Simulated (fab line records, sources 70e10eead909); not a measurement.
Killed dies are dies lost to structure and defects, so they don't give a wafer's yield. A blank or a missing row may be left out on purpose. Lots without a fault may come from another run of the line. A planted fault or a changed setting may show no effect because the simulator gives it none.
fab line records | flow nand_harc
record lots=24 wafers=72 last_day=34
route steps=1302 shown A_CONTACT@1017
lots that met no fault: from a run of the same line without faults
start_h: hours from the record's first day to the start of the lot's first wafer shown | wait_h: hours since the lot's step before | " the same as in the row above | L1.1+2: a row that stands for several wafers | - no value, or no start given | * or withheld: withheld | < > ~ a bound
route shown NAME@n: a module of which the file shows steps, and the number in the route of the first | usual: mean/standard deviation of fault-free wafers | same: alike in all rows | chamber/n: place in a boat | sites: the reading at each site | _std_site: their standard deviation | _edge_site: outer sites' mean less inner sites' | radius_mm: how far each site lies from the wafer's centre | mask NAME#n: copy n | behind: the tool/chamber that last shaped the wafer | hold: why the lot was held/for how many hours/how that ended | device: the transistor (n, p or np) that didn't switch | end of line: the same wafers' tests at the end of the route | a step without rows: its recipe alone | killed: dies lost to structure and defects at the first sort, not the wafer's yield | map: a wafer's dies, x killed, . not, _ none there
set.NAME: the setting as run; set.NAME@STEP: as run at that earlier step | model.NAME: the simulator's own value behind a step, which no gauge read
steps of the route over a sample of lots; a table a step, a row a wafer
services: from which hour (start_h, from the record's first day; less than 0 if before it) a tool's chamber was out of use, for how many hours, and why
## steps
# step NHARC_A_CONTACT_ETCH_123
# recipe source_w=withheld pressure_mtorr=20 bias_v=400 time_s=490 target_depth_a=21100 ar_flow_sccm=withheld c4f8_flow_sccm=11.5 o2_flow_sccm=7.2 chemistry=C4F8/O2/Ar
# columns lot.wafer tool chamber start_h wait_h rf_hours_counter_h
L075.1 har_cap_etch-02 0 498.05 0.1 83
L075.4 " 0 " " -
L075.3 " 1 " " -
L074.1 har_cap_etch-03 1 502.54 0.1 46
L074.2 " 0 " " 46
L074.5 " 1 " " -
L076.2 har_cap_etch-03 0 510.73 0.1 48
L076.6 " 0 " " -
L076.5 " 1 " " -
L078.4 har_cap_etch-03 0 526.54 0.3 -
L078.3 " 1 " " -
L078.6 " 0 " " -
L077.1 har_cap_etch-02 0 526.83 0.1 91
L077.2 " 1 " " 91
L077.4 " 0 " " -
L080.1 har_cap_etch-01 1 542.86 0.2 5
L080.4 " 0 " " -
L080.6 " 0 " " -
L079.1 har_cap_etch-02 1 544.60 0.1 95
L079.2 " 0 " " 95
L079.6 " 0 " " -
L081.1 har_cap_etch-02 1 558.20 0.2 97
L081.4 " 1 " " -
L081.6 " 1 " " -
L082.1 har_cap_etch-03 0 583.17 0.1 61
L082.2 " 1 " " 61
L082.4 " 0 " " -
L083.2 har_cap_etch-01 1 595.37 0.2 12
L083.4 " 1 " " -
L083.5 " 0 " " -
L084.2 har_cap_etch-03 1 598.24 0.2 64
L084.4 " 0 " " -
L084.3 " 1 " " -
L086.2 har_cap_etch-02 1 601.14 0.1 103
L086.1 " 0 " " 103
L086.4 " 0 " " -
L085.1 har_cap_etch-01 1 609.86 0.1 15
L085.5 " 1 " " -
L085.6 " 0 " " -
L088.1 har_cap_etch-01 1 627.16 0.2 19
L088.3 " 0 " " -
L088.4 " 1 " " -
L087.2 har_cap_etch-03 0 629.80 0.2 71
L087.4 " 0 " " -
L087.6 " 0 " " -
L089.4 har_cap_etch-01 0 633.57 0.3 -
L089.3 " 1 " " -
L089.5 " 1 " " -
L090.1 har_cap_etch-02 1 649.66 0.2 113
L090.4 " 1 " " -
L090.6 " 0 " " -
L091.3 har_cap_etch-03 0 655.38 0.3 -
L091.5 " 1 " " -
L091.6 " 0 " " -
L094.2 har_cap_etch-02 0 681.14 0.1 118
L094.6 " 0 " " -
L094.5 " 1 " " -
L092.1 har_cap_etch-03 0 681.96 0.1 80
L092.6 " 0 " " -
L092.5 " 1 " " -
L093.2 har_cap_etch-01 0 689.30 0.1 30
L093.3 " 0 " " -
L093.6 " 0 " " -
L096.1 har_cap_etch-03 0 702.17 0.1 84
L096.3 " 0 " " -
L096.6 " 0 " " -
L095.2 har_cap_etch-01 0 702.97 0.2 34
L095.3 " 1 " " -
L095.6 " 0 " " -
L097.2 har_cap_etch-01 1 733.91 0.2 38
L097.6 " 0 " " -
L097.5 " 1 " " -
# step NHARC_A_CONTACT_CD_MEAS_53
# usual cd_nm=289.9/0.88
# columns lot.wafer tool chamber start_h wait_h cd_nm
L075.1 cd_sem-03 - 499.36 - 288.4
L075.3 " - " " 289.3
L075.4 " - " " 289.3
L074.1 cd_sem-03 - 503.77 - 290.3
L074.2 " - " " 290.6
L074.5 " - " " 290.3
L076.2 cd_sem-02 - 511.92 - 289.4
L076.5 " - " " 290.2
L076.6 " - " " 289.9
L078.3 cd_sem-03 - 527.57 - 289.7
L078.4 " - " " 290.5
L078.6 " - " " 289.1
L077.1 cd_sem-03 - 528.02 - 290.6
L077.2 " - " " 288.6
L077.4 " - " " 288.7
L080.1 cd_sem-01 - 543.98 - 291.0
L080.4 " - " " 289.3
L080.6 " - " " 290.4
L079.1 cd_sem-02 - 545.79 - 288.3
L079.2 " - " " 288.5
L079.6 " - " " 288.5
L081.1 cd_sem-03 - 559.33 - 289.0
L081.4 " - " " 289.5
L081.6 " - " " 290.4
L082.1 cd_sem-01 - 584.37 - 289.7
L082.2 " - " " 290.0
L082.4 " - " " 288.9
L083.2 cd_sem-01 - 596.48 - 288.8
L083.4 " - " " 289.4
L083.5 " - " " 288.9
L084.2 cd_sem-02 - 599.35 - 290.0
L084.3 " - " " 289.4
L084.4 " - " " 289.1
L086.1 cd_sem-02 - 602.34 - 290.0
L086.2 " - " " 290.2
L086.4 " - " " 290.3
L085.1 cd_sem-02 - 611.05 - 289.9
L085.5 " - " " 289.8
L085.6 " - " " 290.8
L088.1 cd_sem-03 - 628.28 - 288.0
L088.3 " - " " 290.3
L088.4 " - " " 289.5
L087.2 cd_sem-01 - 631.02 - 290.5
L087.4 " - " " 290.2
L087.6 " - " " 290.5
L089.3 cd_sem-03 - 634.59 - 290.2
L089.4 " - " " 289.0
L089.5 " - " " 288.9
L090.1 cd_sem-01 - 650.79 - 291.2
L090.4 " - " " 290.0
L090.6 " - " " 289.3
L091.3 cd_sem-01 - 656.32 - 290.4
L091.5 " - " " 291.4
L091.6 " - " " 289.9
L094.2 cd_sem-02 - 682.34 - 288.2
L094.5 " - " " 289.5
L094.6 " - " " 287.8
L092.1 cd_sem-01 - 683.15 - 290.1
L092.5 " - " " 290.4
L092.6 " - " " 290.5
L093.2 cd_sem-01 - 690.49 - 288.6
L093.3 " - " " 290.4
L093.6 " - " " 290.0
L096.1 cd_sem-02 - 703.36 - 290.8
L096.3 " - " " 290.7
L096.6 " - " " 290.7
L095.2 cd_sem-03 - 704.16 - 291.3
L095.3 " - " " 290.9
L095.6 " - " " 291.6
L097.2 cd_sem-01 - 735.02 - 290.7
L097.5 " - " " 291.5
L097.6 " - " " 290.4
# step NHARC_A_CONTACT_ETCH_75
# recipe target_depth_a=390 over_etch_frac=0.3 time_s=65 ion_energy_ev=80 cf4_flow_sccm=150 ar_flow_sccm=0 rf_w=300 bias_w=100 chemistry=CF4
# usual drypump_motor_current_A=5.65/0.29 oes_product_au=0.998/0.012 rf_vpp_V=151.2/1.2 showerhead_plenum_p_Torr=1.77/0.069 throttle_valve_pct=13.282/0.0093
# columns lot.wafer tool chamber start_h wait_h drypump_motor_current_A oes_product_au rf_hours_counter_h rf_vpp_V showerhead_plenum_p_Torr throttle_valve_pct
L075.3 rie_diel-06 2 504.65 0.1 5.55 0.985 3 152.9 1.86 13.273
L075.1 " 0 " " 5.89 0.995 2 152.5 1.79 13.304
L075.4 " 0 " " 5.87 0.993 - 152.3 1.79 13.274
L074.1 rie_diel-01 3 510.04 0.1 5.14 0.969 47 150.6 1.80 13.280
L074.2 " 1 " " 5.67 0.978 36 150.9 1.78 13.264
L074.5 " 0 " " 6.15 0.999 - 150.5 1.69 13.266
L076.2 rie_diel-01 2 517.35 0.1 5.66 0.995 50 149.5 1.71 13.291
L076.5 " 0 " " 6.16 0.996 - 150.9 1.69 13.288
L076.6 " 1 " " 5.68 0.986 - 150.6 1.78 13.282
L078.3 rie_diel-06 2 532.84 0.1 5.56 1.008 8 153.3 1.86 13.289
L078.6 " 0 " " 5.90 0.990 - 149.0 1.79 13.289
L078.4 " 1 " " 5.38 0.999 - 151.4 1.74 13.283
L077.4 rie_diel-01 3 533.26 0.1 5.14 0.963 58 150.5 1.80 13.282
L077.2 " 0 " " 6.19 0.994 51 150.4 1.69 13.289
L077.1 " 2 " " 5.66 0.999 60 149.6 1.70 13.271
L080.4 rie_diel-13 3 549.46 0.1 5.18 1.019 7 151.8 1.83 13.279
L080.1 " 1 " " 6.17 1.011 7 153.1 1.86 13.275
L080.6 " 3 " " 5.17 1.016 - 152.3 1.83 13.276
L079.2 rie_diel-13 2 553.28 0.1 5.51 1.014 7 152.1 1.86 13.280
L079.1 " 3 " " 5.18 1.020 7 151.4 1.83 13.274
L079.6 " 2 " " 5.51 1.004 - 151.9 1.86 13.273
L081.1 rie_diel-06 2 564.52 0.2 5.52 1.009 11 152.7 1.86 13.279
L081.4 " 3 " " 5.60 0.982 4 149.1 1.68 13.293
L081.6 " 1 " " 5.37 0.994 - 150.7 1.74 13.283
L082.4 rie_diel-06 1 589.54 0.1 5.38 0.982 14 151.1 1.74 13.288
L082.1 " 2 " " 5.56 1.003 15 151.9 1.86 13.282
L082.2 " 3 " " 5.64 0.985 8 151.3 1.68 13.274
L083.2 rie_diel-06 2 604.36 0.1 5.58 0.994 17 150.7 1.86 13.275
L083.4 " 1 " " 5.38 0.979 16 151.5 1.74 13.293
L083.5 " 3 " " 5.63 0.983 - 150.8 1.68 13.278
L084.2 rie_diel-06 1 605.95 0.1 5.36 0.998 17 151.0 1.74 13.292
L084.4 " 2 " " 5.52 1.002 17 152.0 1.86 13.280
L084.3 " 3 " " 5.65 1.000 11 149.8 1.68 13.296
L086.4 rie_diel-06 0 609.41 0.1 5.86 0.981 18 151.7 1.79 13.290
L086.2 " 1 " " 5.35 0.989 18 151.4 1.74 13.276
L086.1 " 2 " " 5.55 0.998 18 154.5 1.86 13.275
L085.1 rie_diel-06 1 617.55 0.2 5.37 0.994 20 149.7 1.74 13.278
L085.6 " 3 " " 5.64 1.000 - 149.7 1.67 13.270
L085.5 " 0 " " 5.87 0.990 - 152.4 1.79 13.291
L088.4 rie_diel-06 0 633.73 0.1 5.88 1.004 24 151.8 1.79 13.285
L088.3 " 2 " " 5.53 1.001 23 152.7 1.86 13.288
L088.1 " 3 " " 5.65 1.001 17 150.7 1.67 13.268
L087.4 rie_diel-06 3 636.37 0.1 5.68 1.011 18 150.2 1.67 13.288
L087.2 " 2 " " 5.53 1.001 25 153.5 1.86 13.280
L087.6 " 3 " " 5.69 1.006 - 149.4 1.67 13.279
L089.4 rie_diel-06 1 645.01 0.1 5.39 1.003 25 149.8 1.73 13.279
L089.3 " 2 " " 5.58 1.003 25 153.2 1.86 13.302
L089.5 " 1 " " 5.40 1.001 - 150.2 1.73 13.293
L090.4 rie_diel-06 1 655.97 0.1 5.37 0.988 29 151.0 1.73 13.284
L090.1 " 2 " " 5.56 0.994 29 152.7 1.85 13.277
L090.6 " 2 " " 5.56 1.004 - 151.4 1.86 13.282
L091.3 rie_diel-13 1 663.00 0.1 6.15 1.010 44 152.5 1.85 13.273
L091.5 " 3 " " 5.17 1.004 - 150.7 1.82 13.277
L091.6 " 0 " " 6.29 1.002 - 150.5 1.64 13.274
L094.2 rie_diel-06 1 689.00 0.1 5.37 0.998 2 151.3 1.73 13.267
L094.5 " 3 " " 5.62 1.006 - 149.3 1.67 13.296
L094.6 " 0 " " 5.86 1.006 - 151.2 1.79 13.268
L092.1 rie_diel-06 2 690.53 0.1 5.58 1.013 2 152.1 1.85 13.282
L092.5 " 1 " " 5.37 1.006 - 150.7 1.73 13.283
L092.6 " 2 " " 5.55 1.024 - 151.9 1.85 13.292
L093.2 rie_diel-13 0 695.67 0.1 6.33 1.008 48 150.4 1.64 13.289
L093.3 " 1 " " 6.13 0.999 51 150.9 1.85 13.270
L093.6 " 0 " " 6.31 1.017 - 149.1 1.64 13.263
L096.1 rie_diel-06 2 709.46 0.1 5.55 1.026 6 152.0 1.85 13.303
L096.3 " 3 " " 5.60 1.001 6 152.0 1.67 13.286
L096.6 " 2 " " 5.57 1.020 - 152.7 1.85 13.297
L095.3 rie_diel-06 1 712.26 0.1 5.36 0.984 8 151.9 1.73 13.288
L095.2 " 2 " " 5.55 1.010 7 152.9 1.85 13.287
L095.6 " 3 " " 5.61 0.999 - 150.5 1.67 13.287
L097.2 rie_diel-06 1 741.26 0.1 5.38 0.997 10 151.8 1.73 13.295
L097.5 " 0 " " 5.87 1.006 - 152.0 1.78 13.297
L097.6 " 1 " " 5.37 0.997 - 149.8 1.73 13.289
# step NHARC_A_CONTACT_ETCH_129
# recipe source_w=withheld pressure_mtorr=20 bias_v=3000 time_s=197 target_depth_a=19180 ar_flow_sccm=withheld c4f8_flow_sccm=withheld o2_flow_sccm=withheld chemistry=C4F8/O2/Ar
# columns lot.wafer tool chamber start_h wait_h rf_hours_counter_h
L075.1 har_cap_etch-02 1 507.31 0.1 85
L075.3 " 0 " " -
L075.4 " 1 " " -
L074.2 har_cap_etch-02 1 512.42 0.1 86
L074.1 " 0 " " 86
L074.5 " 1 " " -
L076.2 har_cap_etch-01 0 519.72 0.1 1
L076.5 " 0 " " -
L076.6 " 1 " " -
L078.4 har_cap_etch-03 0 535.35 0.1 -
L078.3 " 1 " " -
L078.6 " 1 " " -
L077.2 har_cap_etch-02 0 535.63 0.1 92
L077.1 " 1 " " 92
L077.4 " 0 " " -
L080.1 har_cap_etch-01 1 551.81 0.1 6
L080.4 " 1 " " -
L080.6 " 1 " " -
L079.1 har_cap_etch-03 1 555.63 0.1 57
L079.2 " 0 " " 57
L079.6 " 0 " " -
L081.1 har_cap_etch-02 0 567.05 0.1 98
L081.4 " 0 " " -
L081.6 " 1 " " -
L082.2 har_cap_etch-02 0 591.90 0.1 100
L082.1 " 1 " " 100
L082.4 " 1 " " -
L083.2 har_cap_etch-03 1 606.74 0.1 65
L083.4 " 1 " " -
L083.5 " 0 " " -
L084.2 har_cap_etch-02 1 608.33 0.1 104
L084.4 " 0 " " -
L084.3 " 1 " " -
L086.2 har_cap_etch-03 0 611.77 0.1 67
L086.1 " 1 " " 67
L086.4 " 1 " " -
L085.1 har_cap_etch-02 1 620.18 0.1 107
L085.6 " 1 " " -
L085.5 " 0 " " -
L088.1 har_cap_etch-02 0 636.35 0.1 110
L088.4 " 0 " " -
L088.3 " 1 " " -
L087.2 har_cap_etch-03 0 638.76 0.1 72
L087.4 " 1 " " -
L087.6 " 1 " " -
L089.4 har_cap_etch-01 0 647.41 0.1 -
L089.3 " 1 " " -
L089.5 " 0 " " -
L090.1 har_cap_etch-01 0 658.40 0.1 26
L090.4 " 0 " " -
L090.6 " 0 " " -
L091.3 har_cap_etch-02 1 665.43 0.1 -
L091.5 " 1 " " -
L091.6 " 0 " " -
L094.2 har_cap_etch-02 0 691.69 0.2 120
L094.5 " 1 " " -
L094.6 " 0 " " -
L092.1 har_cap_etch-03 0 692.92 0.1 81
L092.5 " 1 " " -
L092.6 " 0 " " -
L093.2 har_cap_etch-01 1 698.08 0.1 31
L093.3 " 0 " " -
L093.6 " 0 " " -
L096.1 har_cap_etch-02 0 711.83 0.1 124
L096.3 " 1 " " -
L096.6 " 1 " " -
L095.2 har_cap_etch-01 1 714.93 0.1 35
L095.3 " 1 " " -
L095.6 " 0 " " -
L097.2 har_cap_etch-03 0 743.90 0.2 88
L097.6 " 0 " " -
L097.5 " 1 " " -
# step NHARC_A_CONTACT_ETCH_131
# recipe source_w=withheld pressure_mtorr=20 bias_v=3000 time_s=197 target_depth_a=19180 ar_flow_sccm=withheld c4f8_flow_sccm=withheld o2_flow_sccm=withheld chemistry=C4F8/O2/Ar
# columns lot.wafer tool chamber start_h wait_h rf_hours_counter_h
L075.1 har_cap_etch-02 1 507.67 0.1 85
L075.3 " 0 " " -
L075.4 " 1 " " -
L074.2 har_cap_etch-02 1 512.77 0.1 87
L074.1 " 0 " " 87
L074.5 " 1 " " -
L076.2 har_cap_etch-01 0 520.07 0.1 1
L076.5 " 0 " " -
L076.6 " 1 " " -
L078.4 har_cap_etch-03 0 535.71 0.1 -
L078.3 " 1 " " -
L078.6 " 1 " " -
L077.2 har_cap_etch-02 0 535.98 0.1 92
L077.1 " 1 " " 92
L077.4 " 0 " " -
L080.1 har_cap_etch-01 1 552.16 0.1 7
L080.4 " 1 " " -
L080.6 " 1 " " -
L079.1 har_cap_etch-03 1 555.98 0.1 57
L079.2 " 0 " " 57
L079.6 " 0 " " -
L081.1 har_cap_etch-02 0 567.40 0.1 98
L081.4 " 0 " " -
L081.6 " 1 " " -
L082.2 har_cap_etch-02 0 592.25 0.1 100
L082.1 " 1 " " 100
L082.4 " 1 " " -
L083.2 har_cap_etch-03 1 607.09 0.1 65
L083.4 " 1 " " -
L083.5 " 0 " " -
L084.2 har_cap_etch-02 1 608.68 0.1 104
L084.4 " 0 " " -
L084.3 " 1 " " -
L086.2 har_cap_etch-03 0 612.12 0.1 67
L086.1 " 1 " " 67
L086.4 " 1 " " -
L085.1 har_cap_etch-02 1 620.54 0.1 107
L085.6 " 1 " " -
L085.5 " 0 " " -
L088.1 har_cap_etch-02 0 636.71 0.1 110
L088.4 " 0 " " -
L088.3 " 1 " " -
L087.2 har_cap_etch-03 0 639.12 0.1 72
L087.4 " 1 " " -
L087.6 " 1 " " -
L089.4 har_cap_etch-01 0 647.77 0.1 -
L089.3 " 1 " " -
L089.5 " 0 " " -
L090.1 har_cap_etch-01 0 658.76 0.1 26
L090.4 " 0 " " -
L090.6 " 0 " " -
L091.3 har_cap_etch-02 1 665.78 0.1 -
L091.5 " 1 " " -
L091.6 " 0 " " -
L094.2 har_cap_etch-02 0 692.16 0.2 120
L094.5 " 1 " " -
L094.6 " 0 " " -
L092.1 har_cap_etch-03 0 693.28 0.1 81
L092.5 " 1 " " -
L092.6 " 0 " " -
L093.2 har_cap_etch-01 1 698.43 0.1 31
L093.3 " 0 " " -
L093.6 " 0 " " -
L096.1 har_cap_etch-02 0 712.18 0.1 124
L096.3 " 1 " " -
L096.6 " 1 " " -
L095.2 har_cap_etch-01 1 715.28 0.1 35
L095.3 " 1 " " -
L095.6 " 0 " " -
L097.2 har_cap_etch-03 0 744.37 0.2 88
L097.6 " 0 " " -
L097.5 " 1 " " -
# step NHARC_A_CONTACT_ETCH_97
# recipe target_depth_a=200 over_etch_frac=0.5 time_s=10 ion_energy_ev=250 c4f6_flow_sccm=25 o2_flow_sccm=20 ar_flow_sccm=500 rf_w=600 bias_w=500 chemistry=C4F6/O2
# usual drypump_motor_current_A=5.7/0.32 oes_product_au=0.951/0.02 rf_vpp_V=547/3.4 showerhead_plenum_p_Torr=3.92/0.15 throttle_valve_pct=26.903/0.01
# columns lot.wafer tool chamber start_h wait_h drypump_motor_current_A oes_product_au rf_hours_counter_h rf_vpp_V showerhead_plenum_p_Torr throttle_valve_pct
L075.1 rie_diel-06 1 508.94 0.1 5.4 0.948 4 545 3.86 26.911
L075.3 " 0 " " 5.9 0.950 4 548 3.98 26.898
L075.4 " 1 " " 5.4 0.944 - 546 3.86 26.900
L074.1 rie_diel-06 2 514.07 0.1 5.6 0.991 4 551 4.13 26.881
L074.2 " 1 " " 5.4 0.985 4 546 3.86 26.894
L074.5 " 1 " " 5.4 0.991 - 546 3.86 26.903
L076.2 rie_diel-01 3 - - 5.2 0.932 51 550 3.99 26.900
L076.5 " 2 " " 5.7 0.961 - 543 3.78 26.912
L076.6 " 3 " " 5.1 0.940 - 548 3.99 26.897
L078.4 rie_diel-13 0 - - 6.3 1.006 5 541 3.66 26.912
L078.3 " 1 " " 6.1 1.019 5 550 4.12 26.907
L078.6 " 1 " " 6.2 1.022 - 550 4.12 26.887
L077.2 rie_diel-06 3 - - 5.6 0.962 2 542 3.72 26.915
L077.1 " 0 " " 5.9 0.946 8 548 3.97 26.891
L077.4 " 1 " " 5.4 0.950 9 546 3.86 26.901
L080.4 rie_diel-06 0 - - 5.9 0.947 10 549 3.97 26.912
L080.1 " 3 " " 5.6 0.930 3 543 3.72 26.908
L080.6 " 1 " " 5.4 0.957 - 544 3.86 26.898
L079.2 rie_diel-06 3 - - 5.6 0.930 3 544 3.72 26.890
L079.1 " 2 " " 5.6 0.956 11 552 4.12 26.907
L079.6 " 0 " " 5.9 0.930 - 549 3.97 26.908
L081.1 rie_diel-06 0 - - 5.9 0.931 13 547 3.97 26.907
L081.4 " 1 " " 5.4 0.937 13 546 3.86 26.918
L081.6 " 0 " " 5.9 0.929 - 547 3.97 26.915
L082.1 rie_diel-06 0 - - 5.9 0.941 15 549 3.97 26.911
L082.4 " 1 " " 5.4 0.928 15 546 3.85 26.901
L082.2 " 3 " " 5.6 0.956 8 541 3.72 26.914
L083.4 rie_diel-06 3 - - 5.6 0.940 12 542 3.72 26.902
L083.2 " 1 " " 5.4 0.936 18 545 3.85 26.895
L083.5 " 0 " " 5.9 0.921 - 547 3.97 26.894
L084.3 rie_diel-13 1 - - 6.2 0.960 28 550 4.11 26.918
L084.2 " 2 " " 5.5 0.955 29 552 4.10 26.893
L084.4 " 3 " " 5.2 0.952 26 549 4.04 26.878
L086.1 rie_diel-06 1 - - 5.4 0.944 19 546 3.85 26.921
L086.2 " 2 " " 5.6 0.942 19 551 4.12 26.894
L086.4 " 3 " " 5.6 0.936 12 543 3.72 26.897
L085.1 rie_diel-01 2 - - 5.7 0.952 19 545 3.77 26.924
L085.5 " 0 " " 6.2 0.934 - 542 3.73 26.906
L085.6 " 1 " " 5.7 0.947 - 545 3.93 26.889
L088.4 rie_diel-13 0 - - 6.3 0.970 35 540 3.65 26.917
L088.3 " 1 " " 6.1 0.957 38 550 4.10 26.908
L088.1 " 2 " " 5.5 0.931 38 550 4.09 26.912
L087.2 rie_diel-13 1 - - 6.1 0.947 38 553 4.10 26.907
L087.4 " 3 " " 5.2 0.939 37 549 4.03 26.896
L087.6 " 1 " " 6.1 0.952 - 551 4.10 26.904
L089.3 rie_diel-01 1 - - 5.7 0.937 32 546 3.92 26.910
L089.4 " 3 " " 5.2 0.934 26 548 3.97 26.911
L089.5 " 1 " " 5.7 0.924 - 546 3.92 26.910
L090.1 rie_diel-06 2 660.03 0.1 5.6 0.953 30 551 4.11 26.905
L090.4 " 1 " " 5.4 0.958 29 545 3.85 26.913
L090.6 " 2 " " 5.6 0.950 - 551 4.11 26.900
L091.3 rie_diel-13 0 - - 6.3 0.976 43 539 3.64 26.914
L091.6 " 0 " " 6.3 0.961 - 540 3.64 26.893
L091.5 " 1 " " 6.2 0.964 - 552 4.10 26.905
L094.2 rie_diel-06 3 - - 5.6 0.937 3 542 3.71 26.904
L094.6 " 1 " " 5.4 0.946 - 546 3.84 26.899
L094.5 " 2 " " 5.6 0.976 - 551 4.11 26.906
L092.1 rie_diel-13 1 - - 6.2 0.968 51 550 4.09 26.903
L092.5 " 1 " " 6.1 0.959 - 549 4.09 26.898
L092.6 " 2 " " 5.5 0.959 - 552 4.08 26.885
L093.2 rie_diel-06 2 - - 5.6 0.969 5 552 4.11 26.892
L093.3 " 0 " " 5.9 0.966 6 546 3.96 26.893
L093.6 " 3 " " 5.6 0.955 - 542 3.71 26.909
L096.3 rie_diel-01 2 - - 5.7 0.942 49 543 3.75 26.901
L096.1 " 1 " " 5.7 0.931 51 546 3.91 26.894
L096.6 " 2 " " 5.7 0.936 - 545 3.75 26.934
L095.2 rie_diel-06 0 - - 5.9 0.954 8 547 3.96 26.900
L095.3 " 3 " " 5.6 0.947 7 541 3.71 26.915
L095.6 " 1 " " 5.4 0.937 - 546 3.84 26.905
L097.2 rie_diel-06 2 - - 5.6 0.974 9 551 4.10 26.898
L097.6 " 0 " " 5.9 0.948 - 548 3.96 26.894
L097.5 " 1 " " 5.4 0.929 - 546 3.84 26.915
## services
# columns tool chamber start_h hours kind
rie_diel-06 - 484.20 9.0 pm
rie_diel-06 0 484.20 9.0 vent_cycle
rie_diel-06 1 484.20 9.0 vent_cycle
rie_diel-06 2 484.20 9.0 vent_cycle
rie_diel-06 3 484.20 9.0 vent_cycle
har_cap_etch-03 - 486.02 0.5 repair
rie_diel-13 1 492.24 6.6 repair
rie_diel-06 0 493.20 - clean
rie_diel-06 1 493.20 - clean
rie_diel-13 0 495.00 16.7 repair
har_cap_etch-01 - 497.00 17.0 pm
rie_diel-06 3 498.17 35.2 repair
rie_diel-06 - 548.65 3.7 repair
rie_diel-01 - 557.90 9.0 pm
rie_diel-01 - 602.36 3.7 repair
rie_diel-13 0 622.90 4.5 repair
rie_diel-06 - 661.20 9.0 pm
rie_diel-01 1 684.60 2.9 repair
rie_diel-13 3 696.02 6.8 repair
rie_diel-13 - 696.06 9.0 pm
rie_diel-06 0 711.70 2.8 repair
rie_diel-13 3 717.71 16.0 repair
rie_diel-01 - 734.90 9.0 pm
rie_diel-13 0 739.94 11.8 repair
## key
fault none
